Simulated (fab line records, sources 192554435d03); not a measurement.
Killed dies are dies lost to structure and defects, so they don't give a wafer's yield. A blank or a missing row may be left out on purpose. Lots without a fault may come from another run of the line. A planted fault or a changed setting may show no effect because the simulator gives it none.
fab line records | flow n5_finfet | part 1 of 2: steps 1 to 30 of 42
record lots=7 wafers=19 last_day=18
route steps=1938 shown HKMG_FIN@426 GATE_CUT@465 BEOL_M4@1111
lots that met no fault: from a run of the same line without faults
start_h: hours from the record's first day to the start of the lot's first wafer shown | wait_h: hours since the lot's step before | " the same as in the row above | L1.1+2: a row that stands for several wafers | - no value, or no start given | * or withheld: withheld | < > ~ a bound
route shown NAME@n: a module of which the file shows steps, and the number in the route of the first | usual: mean/standard deviation of fault-free wafers | same: alike in all rows | chamber/n: place in a boat | sites: the reading at each site | _std_site: their standard deviation | _edge_site: outer sites' mean less inner sites' | radius_mm: how far each site lies from the wafer's centre | mask NAME#n: copy n | behind: the tool/chamber that last shaped the wafer | hold: why the lot was held/for how many hours/how that ended | device: the transistor (n, p or np) that didn't switch | end of line: the same wafers' tests at the end of the route | a step without rows: its recipe alone | killed: dies lost to structure and defects at the first sort, not the wafer's yield | map: a wafer's dies, x killed, . not, _ none there
set.NAME: the setting as run; set.NAME@STEP: as run at that earlier step | model.NAME: the simulator's own value behind a step, which no gauge read
lots at some steps of the route; a table a step, a row a wafer
services: from which hour (start_h, from the record's first day; less than 0 if before it) a tool's chamber was out of use, for how many hours, and why
## steps
# step N5_HKMG_FIN_SOFTBAKE_07
# recipe temp_c=110 time_s=60 resist=CAR-ArF
# step N5_HKMG_FIN_EXPOSE_09
# recipe mask_id=NWFM na=1.35 source_shape=conventional sigma_outer=0.8 polarization=unpolarized dose_mj=39.25
# step N5_HKMG_FIN_PEB_10
# recipe peb_temp_c=withheld peb_time_s=60 resist=CAR-ArF
# step N5_HKMG_FIN_DEVELOP_11
# recipe develop_time_s=30 developer=TMAH resist=CAR-ArF dev_temp_c=23 rinse_liquid=diw dry=air_spin
# step N5_HKMG_FIN_CD_MEAS_12
# recipe target_cd_nm=92.8 landing_energy_ev=500 detector=se_inlens
# usual cd_nm=93.0/0.72
# columns lot.wafer tool chamber start_h wait_h cd_nm
L530.1 cd_sem-01 0 130.08 - 92.4
L530.2 " 0 " " 91.9
L530.6 " 0 " " 93.6
L533.3 cd_sem-02 0 148.41 - 93.7
L533.4 " 0 " " 95.3
L533.6 " 0 " " 93.6
L536.1 cd_sem-02 0 168.33 - 93.3
L536.3 " 0 " " 93.3
L536.5 " 0 " " 92.8
L538.2 cd_sem-01 0 180.27 - 94.1
L538.3 " 0 " " 93.2
L541.2 cd_sem-02 0 203.07 - 93.4
L541.3 " 0 " " 92.5
L543.2 cd_sem-01 0 209.37 - 93.4
L543.3 " 0 " " 93.3
L543.6 " 0 " " 93.0
L544.2 cd_sem-01 0 214.07 - 92.5
L544.3 " 0 " " 92.5
L544.5 " 0 " " 92.3
# step N5_HKMG_FIN_OVL_MEAS_13
# recipe points_per_wafer=44
# usual NWFM_OVL=0.5/0.54
# columns lot.wafer tool chamber start_h wait_h NWFM_OVL[nm]
L530.1 overlay-02 0 130.12 0.0 0.4
L530.2 " 0 " " 1.5
L530.6 " 0 " " 0.7
L533.3 overlay-01 0 148.44 0.0 0.2
L533.4 " 0 " " 1.4
L533.6 " 0 " " 0.3
L536.1 overlay-02 0 168.36 0.0 1.4
L536.3 " 0 " " 1.3
L536.5 " 0 " " 0.6
L538.2 overlay-02 0 180.30 0.0 0.4
L538.3 " 0 " " 0.5
L541.2 overlay-01 0 203.10 0.0 0.7
L541.3 " 0 " " 0.5
L543.2 overlay-02 0 209.40 0.0 0.9
L543.3 " 0 " " 1.0
L543.6 " 0 " " 1.3
L544.2 overlay-02 0 214.10 0.0 1.2
L544.3 " 0 " " 1.1
L544.5 " 0 " " 1.1
# step N5_HKMG_FIN_INSPECT_14
# recipe mode=adi inspect_instrument=macro
# usual raw_defect_count=2.1/1.4
# columns lot.wafer tool chamber start_h wait_h raw_defect_count
L530.1 defect_inspect-01 - 130.14 0.0 3
L530.2 " - " " 7
L530.6 " - " " 2
L533.3 defect_inspect-02 - 148.46 0.0 3
L533.4 " - " " 1
L533.6 " - " " 3
L536.1 defect_inspect-01 - 168.39 0.0 4
L536.3 " - " " 2
L536.5 " - " " 3
L538.2 defect_inspect-01 - 180.32 0.0 2
L538.3 " - " " 0
L541.2 defect_inspect-02 - 203.12 0.0 1
L541.3 " - " " 4
L543.2 defect_inspect-02 - 209.42 0.0 2
L543.3 " - " " 1
L543.6 " - " " 2
L544.2 defect_inspect-02 - 214.13 0.0 2
L544.3 " - " " 3
L544.5 " - " " 4
# step N5_HKMG_FIN_DESCUM_17
# recipe chemistry=O2 time_s=7.9 source_power_w=50 bias_power_w=20 pressure_mtorr=20 rf_frequency_hz=2.712e+07 temp_c=40 resist=CAR-ArF o2_flow_sccm=225
# usual bias_power_w=20.00/0.064 drypump_motor_current_A=5.7/0.47 o2_flow_sccm=225.0/0.65 oes_product_au=0.74/0.068 rf_vpp_V=242.7/1.6 showerhead_plenum_p_Torr=2.06/0.094 throttle_valve_pct=20.50/0.15
# columns lot.wafer tool chamber start_h wait_h bias_power_w drypump_motor_current_A o2_flow_sccm oes_product_au rf_hours_counter_h rf_vpp_V showerhead_plenum_p_Torr throttle_valve_pct
L530.1 rie_diel-01 2 130.17 0.0 20.05 6.3 226.0 0.69 212 244.8 2.15 20.32
L530.2 " 3 " " 20.08 5.3 225.2 0.73 199 242.2 2.07 20.35
L530.6 " 1 " " 19.94 6.1 224.1 0.72 - 243.4 2.06 20.46
L533.3 rie_diel-06 3 148.84 0.4 19.90 5.7 223.7 0.79 121 245.2 2.19 20.51
L533.4 " 0 " " 20.01 6.0 225.9 0.77 131 245.1 2.21 20.64
L533.6 " 1 " " 19.97 5.7 225.5 0.72 - 242.8 2.05 20.64
L536.1 rie_diel-06 3 168.42 0.0 19.94 5.8 225.0 0.79 125 244.9 2.19 20.51
L536.3 " 0 " " 20.01 6.0 225.4 0.77 141 245.1 2.21 20.64
L536.5 " 2 " " 19.96 5.6 225.5 0.70 - 240.4 1.99 20.53
L538.2 rie_diel-06 0 180.43 0.1 19.92 6.0 225.5 0.76 144 244.0 2.21 20.65
L538.3 " 3 " " 20.04 5.7 225.2 0.79 129 243.7 2.19 20.53
L541.2 rie_diel-06 3 203.16 0.0 20.09 5.7 225.7 0.78 137 245.0 2.19 20.53
L541.3 " 2 " " 19.98 5.5 224.7 0.69 221 242.3 1.99 20.55
L543.2 rie_diel-01 1 209.46 0.0 19.98 6.1 225.3 0.70 207 243.5 2.05 20.49
L543.3 " 0 " " 19.99 5.5 225.6 0.80 92 243.7 2.12 20.31
L543.6 " 2 " " 19.96 6.4 224.6 0.67 - 244.0 2.14 20.37
L544.2 rie_diel-05 0 214.16 0.0 20.04 5.3 226.3 0.75 169 239.8 1.90 20.58
L544.3 " 3 " " 20.03 5.1 225.6 0.71 217 243.2 2.06 20.44
L544.5 " 1 " " 20.04 6.6 225.4 0.97 - 245.7 2.24 20.60
# step N5_HKMG_FIN_ETCH_31
# recipe chemistry=CF4 target=SiARC target_depth_a=455 mask_material=CAR-ArF time_s=75.8 ion_energy_ev=80 pressure_mtorr=40 source_w=545 bias_w=36 Ar_flow_sccm=100 cf4_flow_sccm=100 ends=cleared
# usual drypump_motor_current_A=5.7/0.47 etch_rf_on_time_s=76.3/1.8 oes_product_au=0.64/0.055 rf_vpp_V=183.8/1.3 showerhead_plenum_p_Torr=2.12/0.085 throttle_valve_pct=15.73/0.18
# columns lot.wafer tool chamber start_h wait_h drypump_motor_current_A etch_rf_on_time_s oes_product_au rf_hours_counter_h rf_vpp_V showerhead_plenum_p_Torr throttle_valve_pct
L530.1 rie_diel-01 2 130.21 0.0 6.3 74.0 0.61 212 185.6 2.20 15.60
L530.2 " 3 " " 5.3 76.2 0.62 199 185.5 2.13 15.62
L530.6 " 1 " " 6.1 77.1 0.62 - 183.8 2.14 15.90
L533.3 rie_diel-06 3 148.88 0.0 5.7 77.3 0.67 121 185.7 2.24 15.69
L533.4 " 0 " " 6.0 79.0 0.66 131 185.5 2.22 15.56
L533.6 " 1 " " 5.8 75.1 0.62 - 184.9 2.14 15.99
L536.1 rie_diel-06 3 168.46 0.0 5.7 76.7 0.67 125 185.0 2.24 15.70
L536.3 " 0 " " 6.0 78.6 0.65 141 186.5 2.22 15.58
L536.5 " 2 " " 5.6 73.7 0.61 - 182.9 2.04 15.69
L538.2 rie_diel-06 0 180.46 0.0 6.0 78.1 0.64 144 184.7 2.22 15.59
L538.3 " 3 " " 5.8 76.1 0.67 129 185.7 2.24 15.71
L541.2 rie_diel-06 3 203.19 0.0 5.7 75.6 0.67 137 183.8 2.24 15.73
L541.3 " 2 " " 5.5 73.4 0.60 221 182.8 2.03 15.70
L543.2 rie_diel-01 1 209.49 0.0 6.1 78.6 0.59 207 182.6 2.13 15.97
L543.3 " 0 " " 5.5 77.7 0.66 92 184.0 2.15 15.37
L543.6 " 2 " " 6.3 75.3 0.58 - 184.8 2.19 15.67
L544.2 rie_diel-05 0 214.20 0.0 5.3 75.1 0.64 169 182.4 1.97 15.86
L544.3 " 3 " " 5.1 74.8 0.61 217 184.7 2.13 15.74
L544.5 " 1 " " 6.6 72.1 0.82 - 185.5 2.29 15.65
# step N5_HKMG_FIN_ETCH_32
# recipe chemistry=N2/H2 target=SOC target_depth_a=2400 temp_c=40 time_s=300 ion_energy_ev=200 mask_material=SiARC pressure_mtorr=30 source_w=840 bias_w=150 n2_flow_sccm=200 h2_flow_sccm=200
# usual drypump_motor_current_A=5.7/0.47 h2_flow_sccm=200.0/0.57 oes_product_au=0.74/0.064 rf_vpp_V=523/3.1 showerhead_plenum_p_Torr=2.51/0.1 throttle_valve_pct=17.95/0.23
# columns lot.wafer tool chamber start_h wait_h drypump_motor_current_A h2_flow_sccm oes_product_au rf_hours_counter_h rf_vpp_V showerhead_plenum_p_Torr throttle_valve_pct
L530.1 rie_diel-01 2 130.26 0.0 6.3 199.2 0.70 212 527 2.62 17.70
L530.2 " 3 " " 5.3 199.5 0.73 199 523 2.54 17.84
L530.6 " 1 " " 6.1 200.4 0.71 - 524 2.54 18.13
L533.3 rie_diel-06 3 148.93 0.0 5.8 199.9 0.79 121 526 2.64 17.67
L533.4 " 0 " " 6.0 199.2 0.75 131 527 2.65 17.89
L533.6 " 1 " " 5.7 200.3 0.73 - 524 2.53 18.32
L536.1 rie_diel-06 3 168.51 0.0 5.7 199.5 0.79 125 527 2.64 17.66
L536.3 " 0 " " 6.0 200.5 0.75 141 528 2.65 17.90
L536.5 " 2 " " 5.6 200.1 0.71 - 521 2.41 17.92
L538.2 rie_diel-06 0 180.52 0.0 6.0 200.3 0.74 144 527 2.65 17.89
L538.3 " 3 " " 5.8 199.7 0.78 129 527 2.64 17.68
L541.2 rie_diel-06 3 203.25 0.0 5.7 200.3 0.77 137 527 2.64 17.70
L541.3 " 2 " " 5.6 199.7 0.71 221 521 2.41 17.93
L543.2 rie_diel-01 1 209.55 0.0 6.1 200.2 0.69 207 524 2.53 18.18
L543.3 " 0 " " 5.5 200.4 0.78 92 523 2.57 17.64
L543.6 " 2 " " 6.4 200.8 0.68 - 526 2.61 17.75
L544.2 rie_diel-05 0 214.25 0.0 5.3 200.6 0.74 169 518 2.35 18.24
L544.3 " 3 " " 5.1 200.3 0.72 217 523 2.49 17.77
L544.5 " 1 " " 6.6 199.3 0.95 - 528 2.73 17.98
# step N5_HKMG_FIN_STRIP_33
# recipe chemistry=N2/H2 temp_c=40 n2_flow_sccm=200 h2_flow_sccm=200 rf_frequency_hz=6e+07
# step N5_HKMG_FIN_STRIP_34
# recipe chemistry=CF4 resist=SiARC power_w=300 bias_power_w=75 pressure_mtorr=50 cf4_flow_sccm=150 rf_frequency_hz=6e+07
# step N5_HKMG_FIN_ETCH_35
# recipe chemistry=N2/H2 target=SOC target_depth_a=2158 ion_energy_ev=65 bias_w=5 source_w=3000 time_s=243.4 pressure_mtorr=30 n2_flow_sccm=200 h2_flow_sccm=200
# usual drypump_motor_current_A=5.7/0.47 h2_flow_sccm=200.0/0.61 oes_product_au=0.74/0.063 rf_vpp_V=141.1/1.3 showerhead_plenum_p_Torr=2.51/0.1 throttle_valve_pct=17.96/0.23
# columns lot.wafer tool chamber start_h wait_h drypump_motor_current_A h2_flow_sccm oes_product_au rf_hours_counter_h rf_vpp_V showerhead_plenum_p_Torr throttle_valve_pct model.HKMG_FIN.feature_depth_nm model.etch.depth_nm model.SOC_of_HKMG_FIN_COAT_29.thk_nm
L530.1 rie_diel-01 2 130.47 0.0 6.3 201.3 0.71 212 141.8 2.62 17.71 220.2 220.1 80.4
L530.2 " 3 " " 5.3 199.8 0.72 199 141.8 2.54 17.83 214.2 214.3 86.2
L530.6 " 1 " " 6.1 199.4 0.72 - 140.3 2.54 18.13 209.6 209.7 90.2
L533.3 rie_diel-06 3 149.14 0.0 5.7 200.0 0.78 121 141.1 2.64 17.68 211.8 211.8 88.6
L533.4 " 0 " " 6.0 200.7 0.75 132 142.6 2.65 17.87 203.6 203.5 97.2
L533.6 " 1 " " 5.7 200.3 0.72 - 142.2 2.52 18.32 216.6 216.6 83.8
L536.1 rie_diel-06 3 168.72 0.0 5.8 200.3 0.78 125 143.0 2.64 17.67 210.8 210.9 87.2
L536.3 " 0 " " 6.0 199.1 1.05 141 141.5 2.65 17.95 338.8 338.9 0
L536.5 " 2 " " 5.6 200.0 0.71 - 139.0 2.41 17.92 218.2 218.3 80.2
L538.2 rie_diel-06 0 180.73 0.0 6.1 201.2 1.06 144 141.8 2.65 17.96 343.2 343.2 0
L538.3 " 3 " " 5.7 200.3 1.11 129 142.7 2.64 17.73 355 355 0
L541.2 rie_diel-06 3 203.46 0.0 5.7 199.4 1.08 137 140.8 2.64 17.76 347.6 347.6 0
L541.3 " 2 " " 5.6 200.4 0.98 221 140.2 2.41 17.97 358 357.9 0
L543.2 rie_diel-01 1 209.76 0.0 6.1 200.0 0.69 207 141.6 2.53 18.18 204.6 204.6 95.8
L543.3 " 0 " " 5.4 199.3 0.78 92 143.2 2.57 17.64 211.4 211.3 88.8
L543.6 " 2 " " 6.4 200.1 0.67 - 140.9 2.60 17.76 216.8 216.9 83.6
L544.2 rie_diel-05 0 214.46 0.0 5.3 200.4 0.74 170 139.8 2.35 18.24 213.6 213.5 88.2
L544.3 " 3 " " 5.1 198.4 0.72 217 141.5 2.49 17.81 214.8 214.9 85.6
L544.5 " 1 " " 6.6 199.8 0.94 - 142.5 2.73 18.02 223.2 223.2 77
# step N5_HKMG_FIN_STRIP_92
# recipe chemistry=N2/H2 material=SOC time_s=20 power_w=500 temp_c=40 pressure_mtorr=50 rf_frequency_hz=6e+07 bias_power_w=8 h2_frac=0.5 n2_flow_sccm=300 h2_flow_sccm=300
# usual bias_power_w=7.999/0.023 drypump_motor_current_A=5.7/0.47 h2_flow_sccm=300.0/0.97 oes_product_au=0.75/0.065 power_w=500.1/1.4 rf_vpp_V=54.1/0.93 showerhead_plenum_p_Torr=3.32/0.13 throttle_valve_pct=19.1/0.35
# columns lot.wafer tool chamber start_h wait_h bias_power_w drypump_motor_current_A h2_flow_sccm oes_product_au power_w rf_hours_counter_h rf_vpp_V showerhead_plenum_p_Torr throttle_valve_pct model.SOC_of_HKMG_FIN_COAT_29.thk_nm
L530.1 rie_diel-01 2 130.62 0.1 8.023 6.4 299.9 0.71 500.2 212 54.0 3.45 18.5 70
L530.2 " 3 " " 8.000 5.3 300.7 0.72 500.5 199 55.0 3.35 18.8 76
L530.6 " 1 " " 8.055 6.1 299.3 0.73 503.5 - 55.0 3.36 19.4 80.2
L533.3 rie_diel-06 3 149.29 0.1 7.963 5.7 300.5 0.78 502.3 121 55.5 3.49 18.5 78.6
L533.4 " 0 " " 7.952 6.1 300.5 0.76 501.4 132 55.4 3.50 19.2 87.6
L533.6 " 1 " " 7.993 5.8 299.6 0.72 500.1 - 53.9 3.34 19.8 73.4
L536.1 rie_diel-06 3 168.87 0.1 8.023 5.8 300.8 0.78 502.0 125 53.8 3.48 18.5 77.2
L536.3 " 0 " " 7.961 6.1 298.9 0.76 497.6 141 55.8 3.50 19.2 0
L536.5 " 2 " " 7.996 5.6 299.2 0.71 501.7 - 54.2 3.19 19.1 69.8
L538.2 rie_diel-06 0 180.88 0.1 8.029 6.0 300.9 0.75 499.0 145 55.4 3.49 19.2 0
L538.3 " 3 " " 8.017 5.8 299.2 0.78 499.7 129 52.9 3.48 18.5 0
L541.2 rie_diel-06 3 203.61 0.1 8.008 5.7 300.1 0.77 497.5 137 54.2 3.48 18.5 0
L541.3 " 2 " " 7.979 5.6 299.1 0.70 501.9 221 54.1 3.19 19.1 0
L543.2 rie_diel-01 1 209.91 0.1 8.009 6.1 300.6 0.70 498.3 207 52.5 3.34 19.5 86
L543.3 " 0 " " 7.994 5.5 299.4 0.77 500.5 92 54.0 3.39 18.8 78.8
L543.6 " 2 " " 8.003 6.3 299.3 0.67 499.3 - 54.3 3.44 18.6 73.4
L544.2 rie_diel-05 0 214.61 0.1 7.993 5.3 298.7 0.75 500.2 170 51.6 3.11 19.5 77.8
L544.3 " 3 " " 8.000 5.2 301.2 0.72 500.9 217 53.7 3.30 18.9 75.4
L544.5 " 1 " " 8.001 6.6 301.7 0.95 499.7 - 54.3 3.60 19.2 66.2
# step N5_HKMG_FIN_WET_ETCH_18
# recipe chemistry=SC1 target=TiN mix=1:1:5 temp_c=* time_s=55 target_depth_nm=5.2 dry=ipa_marangoni rinse_time_s=30 rinse_temp_c=23
# step N5_HKMG_FIN_STRIP_19
# recipe chemistry=N2/H2 power_w=2500 temp_c=300 h2_frac=0.65 time_s=360 pressure_mtorr=withheld n2_flow_sccm=1750 h2_flow_sccm=3250
# step N5_HKMG_FIN_ALD_91
# recipe material=TiN target_thk_a=10 temp_c=400 ald_precursor_family=TiCl4 ald_co_reactant=NH3 pulse_time_s=1 purge_time_s=3 co_reactant_purge_time_s=2 co_reactant_pulse_time_s=2 ald_cycles=47 pressure_torr=3
# step N5_HKMG_FIN_COAT_85
# recipe resist=SOC temp_c=250 time_s=60 spin_rpm=1500 resist_thk_nm=300
# step N5_HKMG_FIN_ETCH_86
# recipe chemistry=N2/H2 target=SOC target_depth_a=3932 stop_on=TiN ion_energy_ev=100 bias_w=61 pressure_mtorr=30 source_w=850 n2_flow_sccm=200 h2_flow_sccm=200
# step N5_HKMG_FIN_STRIP_89
# recipe chemistry=N2/H2 material=SOC time_s=20 power_w=500 temp_c=40 pressure_mtorr=50 rf_frequency_hz=6e+07 bias_power_w=8 h2_frac=0.5 n2_flow_sccm=300 h2_flow_sccm=300
# step N5_HKMG_FIN_WET_ETCH_87
# recipe chemistry=SC1 target=TiN mix=1:2:40 temp_c=50 time_s=154.2 target_depth_nm=4.7 dry=ipa_marangoni rinse_time_s=30 rinse_temp_c=23
# step N5_HKMG_FIN_STRIP_88
# recipe chemistry=N2/H2 power_w=2500 temp_c=300 h2_frac=0.65 time_s=360 pressure_mtorr=withheld n2_flow_sccm=1750 h2_flow_sccm=3250
# step N5_HKMG_FIN_NWFM_ALD_20
# recipe material=TiAlC target_thk_a=20 temp_c=300 ald_precursor_family=TiCl4 ald_co_reactant=TEA pulse_time_s=3 purge_time_s=2 co_reactant_purge_time_s=2 co_reactant_pulse_time_s=10 ald_cycles=7 pressure_torr=3
# step N5_HKMG_FIN_ALD_71
# recipe material=TiN target_thk_a=10 temp_c=400 ald_precursor_family=TiCl4 ald_co_reactant=NH3 pulse_time_s=1 purge_time_s=3 co_reactant_purge_time_s=2 co_reactant_pulse_time_s=2 ald_cycles=47 pressure_torr=3
# step N5_HKMG_FIN_COAT_66
# recipe resist=SOC temp_c=250 time_s=60 spin_rpm=1500 resist_thk_nm=300
# step N5_HKMG_FIN_ETCH_67
# recipe chemistry=N2/H2 target=SOC target_depth_a=3889 stop_on=TiN ion_energy_ev=100 bias_w=61 pressure_mtorr=30 source_w=850 n2_flow_sccm=200 h2_flow_sccm=200
# step N5_HKMG_FIN_STRIP_90
# recipe chemistry=N2/H2 material=SOC time_s=20 power_w=500 temp_c=40 pressure_mtorr=50 rf_frequency_hz=6e+07 bias_power_w=8 h2_frac=0.5 n2_flow_sccm=300 h2_flow_sccm=300
# step N5_HKMG_FIN_WET_ETCH_73
# recipe chemistry=SC1 mix=1:2:40 temp_c=50 time_s=42.3 target_depth_nm=1.3 dry=ipa_marangoni rinse_time_s=30 rinse_temp_c=23
# step N5_HKMG_FIN_ETCHBACK_68
# recipe chemistry=Cl2/Ar stop_on=HfO2 target_depth_a=5 pressure_mtorr=10 icp_w=600 bias_w=60 Cl2_flow_sccm=40 Ar_flow_sccm=60
# step N5_HKMG_FIN_STRIP_69
# recipe chemistry=N2/H2 power_w=2500 temp_c=300 h2_frac=0.65 time_s=360 pressure_mtorr=withheld n2_flow_sccm=1750 h2_flow_sccm=3250
# usual drypump_motor_current_A=5.6/0.31 h2_flow_sccm=3251/8.7 heater_power_w=489/54
# columns lot.wafer tool chamber start_h wait_h drypump_motor_current_A h2_flow_sccm heater_power_w rf_hours_counter_h
L530.1 plasma_asher-02 1 133.25 0.1 5.9 3245 494 47
L530.2 " 0 " " 5.4 3245 418 47
L530.6 " 1 " " 5.9 3263 492 -
L533.3 plasma_asher-01 0 151.71 0.2 5.2 3255 571 -
L533.4 " 1 " " 6.0 3263 461 -
L533.6 " 1 " " 6.0 3248 470 -
L536.1 plasma_asher-02 1 171.20 0.1 5.9 3266 480 56
L536.3 " 1 " " 5.9 3268 500 -
L536.5 " 1 " " 5.9 3255 484 -
L538.2 plasma_asher-02 1 183.32 0.1 5.8 3265 487 58
L538.3 " 0 " " 5.4 3254 430 -
L541.2 plasma_asher-01 0 206.14 0.1 5.2 3254 574 108
L541.3 " 0 " " 5.2 3242 572 -
L543.2 plasma_asher-01 0 212.44 0.1 5.2 3244 576 110
L543.3 " 0 " " 5.2 3249 583 -
L543.6 " 0 " " 5.2 3242 580 -
L544.2 plasma_asher-01 0 217.34 0.1 5.2 3252 577 111
L544.3 " 1 " " 6.0 3255 469 -
L544.5 " 1 " " 6.0 3258 462 -
## key
first_sign step=N5_HKMG_FIN_ETCH_35 reading=oes_product_au direction=up sigmas=5 usual=0.74 struck=1.06
effect step=N5_BEOL_M4_RC_MEAS_101 reading=IGATE_N direction=up sigmas=15 usual=0.0122 struck=0.0404
effect step=N5_BEOL_M4_RC_MEAS_101 reading=IGATE_P direction=up sigmas=15 usual=0.0036 struck=0.0119
effect step=N5_BEOL_M4_RC_MEAS_101 reading=EOT_P direction=down sigmas=2.9 usual=10.50 struck=10.20
effect step=N5_BEOL_M4_RC_MEAS_101 reading=EOT_N direction=down sigmas=2.9 usual=10.54 struck=10.24
model_effect step=N5_HKMG_FIN_ETCH_35 value=HKMG_FIN.feature_depth_nm without=209.3 struck=348.5
model_effect step=N5_HKMG_FIN_STRIP_92 value=SOC_of_HKMG_FIN_COAT_29.thk_nm without=80.72 struck=0
met_at N5_HKMG_FIN_ETCH_35
struck_wafers L536.3,L538.2,L538.3,L541.2,L541.3
sort_left_out L536.3,L538.2,L538.3,L541.2,L541.3
onset_between 149.14 168.72
fault kind=process_parameter_drift tool=rie_diel-06 chamber=- onset_h=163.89 steps=N5_HKMG_FIN_ETCH_35 channel=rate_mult offset=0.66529 shape=step end_h=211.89 scope=struck_wafers_only
# sort_left_out: the simulated sort isn't trusted on such a fault, so these wafers' sort isn't shown, and their yield isn't known
